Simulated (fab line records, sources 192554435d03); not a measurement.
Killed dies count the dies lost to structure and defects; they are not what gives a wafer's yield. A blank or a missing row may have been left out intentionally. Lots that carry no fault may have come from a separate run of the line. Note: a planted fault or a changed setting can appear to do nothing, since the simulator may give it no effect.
The tool behind it: which one? | flow n5-finfet | Sampling: 24 lots, 72 wafers, 6 of 1938 route steps

## WHAT THE GAUGES READ, wafer by wafer
The record lacks any reading of a measuring or inspecting step that a usual standard deviation could be used to judge.

## WHAT TOOL EACH LOT RAN ON (gives the tool, then ch and the chambers of the sampled wafers, and finally the start)
lot  | N5_BEOL_M3_SPUTTER_90        | N5_BEOL_M3_SPUTTER_94        | N5_BEOL_M3_PRE_CLEAN_60          | N5_BEOL_M4_ILD_DEP_00           | N5_BEOL_M4_HM_OPEN_17             | N5_BEOL_M4_STRIP_19
L074 | pvd-sputter-01, day 7 04:13  | pvd-sputter-01, day 7 04:39  | cvd-co-02 ch 0,2, day 7 05:42    | pecvd-04 ch 0,2, day 7 05:59    | rie-metal-03 ch 0,1, day 7 08:02  | rie-diel-04 ch 0,2, day 7 08:09
L075 | pvd-sputter-02, day 7 09:11  | pvd-sputter-02, day 7 09:41  | cvd-co-02 ch 0,1,2, day 7 10:46  | pecvd-03 ch 1,2, day 7 11:02    | rie-metal-01 ch 0,1, day 7 13:31  | rie-diel-04 ch 0,1,3, day 7 13:44
L076 | pvd-sputter-02, day 8 08:16  | pvd-sputter-02, day 8 08:42  | cvd-co-01 ch 0,1, day 8 09:47    | pecvd-03 ch 0,2, day 8 10:04    | rie-metal-03 ch 0,1, day 8 11:19  | rie-diel-02 ch 1,2,3, day 8 11:25
L079 | pvd-sputter-01, day 8 19:25  | pvd-sputter-01, day 8 19:51  | cvd-co-02 ch 0,1,2, day 8 20:53  | pecvd-03 ch 1,2, day 8 21:11    | rie-metal-02 ch 0,1, day 8 23:59  | rie-diel-04 ch 0,2,3, day 9 00:07
L077 | pvd-sputter-02, day 8 19:37  | pvd-sputter-02, day 8 20:03  | cvd-co-01 ch 0,1, day 8 21:10    | pecvd-03 ch 1,2, day 8 21:28    | rie-metal-03 ch 0,1, day 9 00:13  | rie-diel-04 ch 0,2, day 9 00:25
L080 | pvd-sputter-01, day 8 21:15  | pvd-sputter-01, day 8 21:41  | cvd-co-02 ch 0,1,2, day 8 22:45  | pecvd-03 ch 1,2, day 8 23:03    | rie-metal-02 ch 0,1, day 9 01:15  | rie-diel-03 ch 0,1,2, day 9 01:20
L078 | pvd-sputter-02, day 9 00:04  | pvd-sputter-02, day 9 00:31  | cvd-co-02 ch 0,1,2, day 9 01:34  | pecvd-03 ch 1,2, day 9 01:53    | rie-metal-03 ch 0,1, day 9 06:47  | rie-diel-02 ch 0,2, day 9 06:54
L081 | pvd-sputter-03, day 9 02:19  | pvd-sputter-03, day 9 02:46  | cvd-co-01 ch 0,1,2, day 9 15:10  | pecvd-01 ch 0,1,2, day 9 15:29  | rie-metal-03 ch 0,1, day 9 18:02  | rie-diel-02 ch 0,1,2, day 9 18:10
L082 | pvd-sputter-02, day 9 04:57  | pvd-sputter-02, day 9 05:23  | cvd-co-01 ch 0,2, day 9 06:26    | pecvd-03 ch 1,2, day 9 06:45    | rie-metal-01 ch 1, day 9 08:17    | rie-diel-02 ch 0,2, day 9 08:24
L083 | pvd-sputter-01, day 9 08:59  | pvd-sputter-01, day 9 09:25  | cvd-co-01 ch 0,1,2, day 9 10:32  | pecvd-01 ch 1,2, day 9 10:49    | rie-metal-03 ch 0,1, day 9 13:27  | rie-diel-03 ch 0,1, day 9 13:34
L084 | pvd-sputter-02, day 10 09:35 | pvd-sputter-02, day 10 10:01 | cvd-co-01 ch 0,2, day 10 11:25   | pecvd-01 ch 0,2, day 10 11:41   | rie-metal-01 ch 1, day 10 14:29   | rie-diel-02 ch 0,1,2, day 10 14:45
L085 | pvd-sputter-02, day 10 12:48 | pvd-sputter-02, day 10 13:14 | cvd-co-01 ch 0,1,2, day 10 14:35 | pecvd-04 ch 0,1, day 10 14:55   | rie-metal-02 ch 0,1, day 10 19:37 | rie-diel-04 ch 0,1,2, day 10 19:43
L086 | pvd-sputter-01, day 10 18:53 | pvd-sputter-01, day 10 19:22 | cvd-co-01 ch 0,1,2, day 10 20:31 | pecvd-01 ch 1,2, day 10 20:49   | rie-metal-01 ch 1, day 10 22:04   | rie-diel-03 ch 1,2, day 10 22:22
L087 | pvd-sputter-03, day 11 01:10 | pvd-sputter-03, day 11 01:36 | cvd-co-02 ch 0,1,2, day 11 02:38 | pecvd-04 ch 0,1,2, day 11 02:56 | rie-metal-02 ch 0, day 11 05:21   | rie-diel-02 ch 0,3, day 11 05:34
L088 | pvd-sputter-01, day 11 11:00 | pvd-sputter-01, day 11 11:26 | cvd-co-02 ch 0,1,2, day 11 12:29 | pecvd-03 ch 1,2, day 11 12:46   | rie-metal-02 ch 0,1, day 11 14:20 | rie-diel-02 ch 0,3, day 11 14:26
L089 | pvd-sputter-03, day 11 20:55 | pvd-sputter-03, day 11 21:21 | cvd-co-01 ch 0,1,2, day 11 22:24 | pecvd-03 ch 0,1,2, day 11 22:41 | rie-metal-01 ch 0,1, day 11 23:48 | rie-diel-02 ch 0,1,3, day 11 23:55
L091 | pvd-sputter-01, day 11 23:13 | pvd-sputter-01, day 11 23:40 | cvd-co-01 ch 0,1,2, day 12 00:46 | pecvd-03 ch 0,1, day 12 01:04   | rie-metal-02 ch 0,1, day 12 02:50 | rie-diel-02 ch 0,1,3, day 12 02:56
L090 | pvd-sputter-03, day 12 00:30 | pvd-sputter-03, day 12 00:56 | cvd-co-02 ch 0,2, day 12 01:59   | pecvd-03 ch 0,1, day 12 02:17   | rie-metal-03 ch 0,1, day 12 03:13 | rie-diel-03 ch 2,3, day 12 03:19
L092 | pvd-sputter-02, day 12 00:50 | pvd-sputter-02, day 12 01:17 | cvd-co-01 ch 0,1, day 12 02:20   | pecvd-03 ch 0,1,2, day 12 02:37 | rie-metal-03 ch 0,1, day 12 03:46 | rie-diel-04 ch 0,1,2, day 12 03:53
L093 | pvd-sputter-02, day 12 03:52 | pvd-sputter-02, day 12 04:19 | cvd-co-02 ch 0,1, day 12 05:21   | pecvd-04 ch 0,1, day 12 05:38   | rie-metal-02 ch 0,1, day 12 07:53 | rie-diel-03 ch 0,2,3, day 12 08:00
L094 | pvd-sputter-01, day 12 14:43 | pvd-sputter-01, day 12 15:09 | cvd-co-01 ch 0,1,2, day 12 16:12 | pecvd-04 ch 0,1, day 12 16:31   | rie-metal-01 ch 0,1, day 12 18:06 | rie-diel-03 ch 0,2, day 12 18:14
L095 | pvd-sputter-03, day 12 17:59 | pvd-sputter-03, day 12 18:25 | cvd-co-02 ch 0,1, day 12 19:28   | pecvd-01 ch 0,1, day 12 19:45   | rie-metal-02 ch 0, day 12 22:20   | rie-diel-03 ch 0,2,3, day 12 22:32
L097 | pvd-sputter-01, day 13 13:27 | pvd-sputter-01, day 13 13:53 | cvd-co-01 ch 0,2, day 13 15:10   | pecvd-01 ch 0,1,2, day 13 15:29 | rie-metal-02 ch 0, day 13 18:04   | rie-diel-04 ch 0,3, day 13 18:16
L096 | pvd-sputter-01, day 13 15:20 | pvd-sputter-01, day 13 15:46 | cvd-co-01 ch 0,1, day 13 16:49   | pecvd-03 ch 1,2, day 13 17:13   | rie-metal-01 ch 0,1, day 13 18:55 | rie-diel-04 ch 0,2,3, day 13 19:01
- N5_BEOL_M3_SPUTTER_90: material Cu, target thk 4.5 nm, time 8.29 s.
- N5_BEOL_M3_SPUTTER_94: material Cu, target thk 4.5 nm, time 8.29 s.
- N5_BEOL_M3_PRE_CLEAN_60: time 15 s.
- N5_BEOL_M4_ILD_DEP_00: deposits SiOC from DEMS/O2, target thk 79 nm, time 15.3 s.
- N5_BEOL_M4_HM_OPEN_17: chemistry Cl2/BCl3, target TiN, target depth 20 nm, overetch 6 nm.
- N5_BEOL_M4_STRIP_19: strips in O2.

## WHAT THE TOOLS THEMSELVES READ (means of the sampled wafers that have a number; where no wafer has one, the mark that the record gives instead)
N5_BEOL_M3_SPUTTER_90.
lot  | tool           | throttle-valve-pct (%)
L074 | pvd-sputter-01 | 30.3
L075 | pvd-sputter-02 | 29.8
L076 | pvd-sputter-02 | 31.3
L079 | pvd-sputter-01 | 30.2
L077 | pvd-sputter-02 | 30.1
L080 | pvd-sputter-01 | 30.3
L078 | pvd-sputter-02 | 30.7
L081 | pvd-sputter-03 | 29.5
L082 | pvd-sputter-02 | 30.9
L083 | pvd-sputter-01 | 30.0
L084 | pvd-sputter-02 | 29.9
L085 | pvd-sputter-02 | 30.5
L086 | pvd-sputter-01 | 30.0
L087 | pvd-sputter-03 | 29.1
L088 | pvd-sputter-01 | 30.1
L089 | pvd-sputter-03 | 28.8
L091 | pvd-sputter-01 | 30.7
L090 | pvd-sputter-03 | 28.9
L092 | pvd-sputter-02 | 30.4
L093 | pvd-sputter-02 | 29.9
L094 | pvd-sputter-01 | 29.5
L095 | pvd-sputter-03 | 29.5
L097 | pvd-sputter-01 | 30.6
L096 | pvd-sputter-01 | 30.1

N5_BEOL_M3_SPUTTER_94.
lot  | tool           | throttle-valve-pct (%)
L074 | pvd-sputter-01 | 30.2
L075 | pvd-sputter-02 | 29.9
L076 | pvd-sputter-02 | 31.5
L079 | pvd-sputter-01 | 30.0
L077 | pvd-sputter-02 | 30.0
L080 | pvd-sputter-01 | 30.2
L078 | pvd-sputter-02 | 30.7
L081 | pvd-sputter-03 | 29.6
L082 | pvd-sputter-02 | 30.8
L083 | pvd-sputter-01 | 30.0
L084 | pvd-sputter-02 | 29.9
L085 | pvd-sputter-02 | 30.8
L086 | pvd-sputter-01 | 29.8
L087 | pvd-sputter-03 | 29.2
L088 | pvd-sputter-01 | 29.9
L089 | pvd-sputter-03 | 29.0
L091 | pvd-sputter-01 | 30.7
L090 | pvd-sputter-03 | 28.8
L092 | pvd-sputter-02 | 30.5
L093 | pvd-sputter-02 | 29.8
L094 | pvd-sputter-01 | 29.6
L095 | pvd-sputter-03 | 29.5
L097 | pvd-sputter-01 | 30.7
L096 | pvd-sputter-01 | 30.3

N5_BEOL_M3_PRE_CLEAN_60.
lot  | tool      | heater-power-w (W) | rf-fwd-power-W (W)
L074 | cvd-co-02 | 82                 | 296.7
L075 | cvd-co-02 | 79                 | 298.3
L076 | cvd-co-01 | 88                 | 298.1
L079 | cvd-co-02 | 80                 | 296.8
L077 | cvd-co-01 | 88                 | 297.9
L080 | cvd-co-02 | 79                 | 297.4
L078 | cvd-co-02 | 80                 | 297.5
L081 | cvd-co-01 | 88                 | 297.7
L082 | cvd-co-01 | 84                 | 296.7
L083 | cvd-co-01 | 86                 | 297.2
L084 | cvd-co-01 | 86                 | 297.9
L085 | cvd-co-01 | 85                 | 297.4
L086 | cvd-co-01 | 88                 | 297.4
L087 | cvd-co-02 | 82                 | 297.3
L088 | cvd-co-02 | 81                 | 298.3
L089 | cvd-co-01 | 88                 | 298.0
L091 | cvd-co-01 | 88                 | 297.8
L090 | cvd-co-02 | 89                 | 297.4
L092 | cvd-co-01 | 89                 | 297.7
L093 | cvd-co-02 | 74                 | 297.3
L094 | cvd-co-01 | 88                 | 297.6
L095 | cvd-co-02 | 77                 | 297.6
L097 | cvd-co-01 | 92                 | 296.8
L096 | cvd-co-01 | 89                 | 297.8

N5_BEOL_M4_ILD_DEP_00.
lot  | tool     | heater-power-w (W) | rf-fwd-power-W (W) | showerhead-plenum-p-Torr (Torr) | showerhead-vpp-V (V) | throttle-valve-pct (%)
L074 | pecvd-04 | 470                | 491.8              | 5.689                           | 1427                 | 12.2
L075 | pecvd-03 | 417                | 497.6              | 5.704                           | 1345                 | 12.2
L076 | pecvd-03 | 425                | 494.2              | 5.697                           | 1311                 | 11.8
L079 | pecvd-03 | 436                | 496.8              | 5.694                           | 1342                 | 12.5
L077 | pecvd-03 | 431                | 497.1              | 5.708                           | 1333                 | 12.2
L080 | pecvd-03 | 419                | 496.2              | 5.706                           | 1335                 | 12.4
L078 | pecvd-03 | 403                | 496.4              | 5.699                           | 1335                 | 12.5
L081 | pecvd-01 | 536                | 493.7              | 5.715                           | 1415                 | 11.3
L082 | pecvd-03 | 451                | 495.5              | 5.693                           | 1347                 | 12.5
L083 | pecvd-01 | 533                | 494.8              | 5.703                           | 1361                 | 11.3
L084 | pecvd-01 | 487                | 493.0              | 5.709                           | 1450                 | 11.3
L085 | pecvd-04 | 503                | 494.2              | 5.696                           | 1361                 | 11.4
L086 | pecvd-01 | 534                | 491.0              | 5.723                           | 1391                 | 11.1
L087 | pecvd-04 | 525                | 493.3              | 5.694                           | 1401                 | 11.4
L088 | pecvd-03 | 425                | 496.6              | 5.700                           | 1341                 | 12.3
L089 | pecvd-03 | 439                | 496.9              | 5.701                           | 1325                 | 12.2
L091 | pecvd-03 | 428                | 496.9              | 5.690                           | 1329                 | 12.3
L090 | pecvd-03 | 448                | 497.0              | 5.679                           | 1342                 | 12.2
L092 | pecvd-03 | 423                | 496.1              | 5.703                           | 1335                 | 12.1
L093 | pecvd-04 | 548                | 493.6              | 5.686                           | 1396                 | 11.5
L094 | pecvd-04 | 446                | 494.7              | 5.693                           | 1367                 | 11.6
L095 | pecvd-01 | 540                | 495.7              | 5.712                           | 1419                 | 11.9
L097 | pecvd-01 | 560                | 494.1              | 5.707                           | 1414                 | 11.5
L096 | pecvd-03 | 434                | 496.6              | 5.707                           | 1336                 | 12.4

N5_BEOL_M4_HM_OPEN_17.
lot  | tool         | drypump-motor-current-A (A) | oes-product-au (a.u.) | rf-fwd-power-W (W) | throttle-valve-pct (%)
L074 | rie-metal-03 | 5.6                         | 0.60                  | 993                | 22.41
L075 | rie-metal-01 | 5.5                         | 0.55                  | 988                | 22.20
L076 | rie-metal-03 | 5.5                         | 0.62                  | 994                | 22.55
L079 | rie-metal-02 | 6.3                         | 0.68                  | 991                | 22.14
L077 | rie-metal-03 | 5.5                         | 0.64                  | 989                | 22.53
L080 | rie-metal-02 | 6.4                         | 0.62                  | 995                | 22.01
L078 | rie-metal-03 | 5.5                         | 0.62                  | 993                | 22.52
L081 | rie-metal-03 | 5.5                         | 0.62                  | 993                | 22.56
L082 | rie-metal-01 | 5.4                         | 0.59                  | 982                | 22.01
L083 | rie-metal-03 | 5.5                         | 0.61                  | 993                | 22.56
L084 | rie-metal-01 | 5.4                         | 0.59                  | 987                | 21.99
L085 | rie-metal-02 | 6.4                         | 0.61                  | 991                | 22.02
L086 | rie-metal-01 | 5.4                         | 0.59                  | 986                | 22.00
L087 | rie-metal-02 | 6.3                         | 0.74                  | 992                | 22.23
L088 | rie-metal-02 | 6.4                         | 0.60                  | 993                | 22.04
L089 | rie-metal-01 | 5.5                         | 0.74                  | 988                | 21.92
L091 | rie-metal-02 | 6.4                         | 0.60                  | 989                | 22.03
L090 | rie-metal-03 | 5.5                         | 0.62                  | 989                | 22.55
L092 | rie-metal-03 | 5.5                         | 0.61                  | 993                | 22.56
L093 | rie-metal-02 | 6.4                         | 0.66                  | 990                | 22.16
L094 | rie-metal-01 | 5.5                         | 0.73                  | 989                | 21.93
L095 | rie-metal-02 | 6.4                         | 0.73                  | 991                | 22.24
L097 | rie-metal-02 | 6.3                         | 0.72                  | 991                | 22.23
L096 | rie-metal-01 | 5.5                         | 0.71                  | 989                | 21.96

N5_BEOL_M4_STRIP_19.
lot  | tool        | drypump-motor-current-A (A) | oes-product-au (a.u.) | rf-vpp-V (V) | showerhead-plenum-p-Torr (Torr) | throttle-valve-pct (%)
L074 | rie-diel-04 | 6.0                         | 0.70                  | 3.7          | 1.98                            | 16.90
L075 | rie-diel-04 | 6.5                         | 0.76                  | 3.5          | 2.06                            | 16.81
L076 | rie-diel-02 | 5.7                         | 0.71                  | 3.8          | 2.14                            | 16.78
L079 | rie-diel-04 | 6.2                         | 0.85                  | 3.5          | 2.12                            | 16.71
L077 | rie-diel-04 | 6.0                         | 0.79                  | 3.6          | 2.06                            | 16.76
L080 | rie-diel-03 | 5.5                         | 0.78                  | 4.0          | 2.10                            | 16.48
L078 | rie-diel-02 | 5.3                         | 0.71                  | 3.5          | 2.06                            | 16.81
L081 | rie-diel-02 | 5.6                         | 0.70                  | 4.1          | 2.11                            | 16.79
L082 | rie-diel-02 | 5.2                         | 0.70                  | 3.8          | 2.12                            | 16.96
L083 | rie-diel-03 | 5.5                         | 0.75                  | 4.0          | 2.09                            | 16.50
L084 | rie-diel-02 | 5.6                         | 0.69                  | 3.5          | 2.10                            | 16.81
L085 | rie-diel-04 | 6.2                         | 0.85                  | 4.0          | 2.09                            | 16.62
L086 | rie-diel-03 | 5.3                         | 0.80                  | 3.5          | 2.11                            | 16.48
L087 | rie-diel-02 | 5.5                         | 0.71                  | 3.7          | 2.05                            | 16.70
L088 | rie-diel-02 | 5.5                         | 0.71                  | 3.7          | 2.05                            | 16.71
L089 | rie-diel-02 | 5.7                         | 0.70                  | 3.7          | 2.07                            | 16.70
L091 | rie-diel-02 | 5.7                         | 0.69                  | 3.3          | 2.07                            | 16.70
L090 | rie-diel-03 | 5.5                         | 0.80                  | 4.1          | 2.14                            | 16.53
L092 | rie-diel-04 | 6.2                         | 0.93                  | 3.8          | 2.17                            | 16.48
L093 | rie-diel-03 | 5.6                         | 0.79                  | 3.7          | 2.13                            | 16.52
L094 | rie-diel-03 | 5.5                         | 0.74                  | 3.8          | 2.08                            | 16.53
L095 | rie-diel-03 | 5.6                         | 0.78                  | 3.6          | 2.13                            | 16.54
L097 | rie-diel-04 | 6.6                         | 0.85                  | 3.5          | 2.19                            | 16.71
L096 | rie-diel-04 | 6.2                         | 0.88                  | 3.1          | 2.19                            | 16.61

## THE ANSWER, worked out from the rows above alone
Rule: the usual values come from the lots themselves. The widest of any qualifying gaps counts: lots, ordered by their means at a reading, are off when they make up no more than a third of the lots, leave a main group of 4 or more, and stand apart from it by 3 or more times the standard deviation of that group's means. If all means in a main group match to the digits the tables above print for the reading, that group is not used. Also off: a lot with no number at a reading for which 4 or more lots have one. The other lots that the step has rows for count as sound. Order of review: gauges by route order, followed by the tools' own readings, for which a lot's mean as printed above is used. The first step at which some lot is off is used, and at that step the reading that is off furthest; a lot without a number counts as furthest.
No lot is off at any reading shown: from this, nothing can be told.

## WHAT WAS PUT IN BY THE SIMULATOR
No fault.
